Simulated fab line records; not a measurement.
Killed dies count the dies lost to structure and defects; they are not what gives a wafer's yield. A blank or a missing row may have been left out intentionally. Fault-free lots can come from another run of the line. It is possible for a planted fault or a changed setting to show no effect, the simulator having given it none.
Code-filled problem report in 8D (eight disciplines) form :: flow nand harc :: the parts of the form that need people (team, actions taken, sign-off) are left out

## 1. PROBLEM STATEMENT
At NHARC_END_SORT_01, killed at array averages 674 over 6 wafers from 2 lots, while fault-free wafers read 26, standard deviation 8.6. Measured from the usual mean, that is +75 standard deviations.
First seen on wafer L931.2, day 20 03:07, on prober-01. The record holds 6 wafers of 2 lots with a number at this step. Rule for "out", or "out of limits": more than 4 standard deviations from the usual mean. The rest of the wafers with a number are treated as sound.

## 2. WHAT IT IS, AND WHAT IT ISN'T
question: which readings at this step
is: killed at array, killed dies
is not: killed at other, killed at periphery, killed open, killed short

question: which lots
is: L931, L936
is not: -

question: which wafers of those lots
is: all that have a number
is not: -

question: read on which gauges
is: prober-01, prober-02
is not: -

question: when
is: from day 20 03:07
is not: up to then (0 sound wafers)

## 3. THE SUSPECTS, EACH WITH WHAT RULES IT OUT
Counting: a tool stays on the suspect list if, at a process step up to the reading, it processed all lots that are out and no sound lot following the first of them.
- the gauge at NHARC_END_SORT_01 is ruled out. 2 gauges (prober-01, prober-02) read the wafers that are out.
- rie diel-01 at NHARC_A_STAIRCASE_ETCH_203 (etches the open film in C4F8/O2, target depth 100 nm, time 40.5 s): kept. It ran every lot that is out, first L931 (day 12 09:44), and no sound lot after that. NHARC_A_STAIRCASE_ETCH_203: start missing for some lots; hours and lot order therefore follow NHARC_A_STAIRCASE_ETCH_225.
- rie diel-01 at NHARC_A_STAIRCASE_ETCH_225 (etches the open film in C4F8/O2, target depth 100 nm, time 40.5 s): kept. It ran every lot that is out, first L931 (day 12 09:44), and no sound lot after that. Out on those wafers are its own readings of oes product au.
- rie diel-01 at NHARC_A_STAIRCASE_TRIM_229 (chemistry O2, time 211.2 s): kept. It ran every lot that is out, first L931 (day 12 10:10), and no sound lot after that.
- rie diel-01 at NHARC_A_STAIRCASE_ETCH_234 (etches the open film in C4F8/O2, target depth 100 nm, time 40.5 s): kept. It ran every lot that is out, first L931 (day 20 03:07), and no sound lot after that. NHARC_A_STAIRCASE_ETCH_234: start missing for some lots; hours and lot order therefore follow NHARC_END_SORT_01.
Left after counting: rie diel-01 at NHARC_A_STAIRCASE_ETCH_203, rie diel-01 at NHARC_A_STAIRCASE_ETCH_225, rie diel-01 at NHARC_A_STAIRCASE_TRIM_229, rie diel-01 at NHARC_A_STAIRCASE_ETCH_234.

## 4. THE CAUSE (what the simulator had put in)
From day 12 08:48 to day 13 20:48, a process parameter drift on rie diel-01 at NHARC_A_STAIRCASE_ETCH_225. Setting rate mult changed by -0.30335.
After counting, 4 suspects remain, this tool included.

## 5. SEQUENCE OF EFFECTS, ordered by route
Each row: a reading where the mean over the struck wafers with a number is more than 3 standard deviations away from the usual. Only readings whose record carries a usual standard deviation are examined. hours: median over the lots of the time between each lot's start at the first step of this table that gives one and its start at this step. sigmas: the change, counted in usual standard deviations.
hours: 0
step: NHARC_A_STAIRCASE_ETCH_225
reading: oes product au
usual: 0.945 a.u.
on struck wafers: 0.771
change: -0.174
sigmas: -20

hours: 191
step: NHARC_END_SORT_01
reading: killed at array
usual: 26
on struck wafers: 674
change: +648
sigmas: +75

hours: 191
step: NHARC_END_SORT_01
reading: killed dies
usual: 30
on struck wafers: 677
change: +647
sigmas: +73
The process steps in it:
- NHARC_A_STAIRCASE_ETCH_225: etches the open film in C4F8/O2, target depth 100 nm, time 40.5 s.

## 6. HOW IT WOULD HAVE BEEN CAUGHT EARLIER
In this record the first reading out of limits at a measuring or inspecting step was taken at day 20 03:07, 186 hours after the fault began at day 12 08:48.
At NHARC_A_STAIRCASE_ETCH_225, the tool's own readings (oes product au) were out on each struck wafer the step has a row for, so an alarm limit on them would have fired on the first such wafer.
Lots out: 2; all had begun NHARC_A_STAIRCASE_ETCH_225 on rie diel-01 by day 20 03:07. A hold on the tool at that time would have spared none of them.
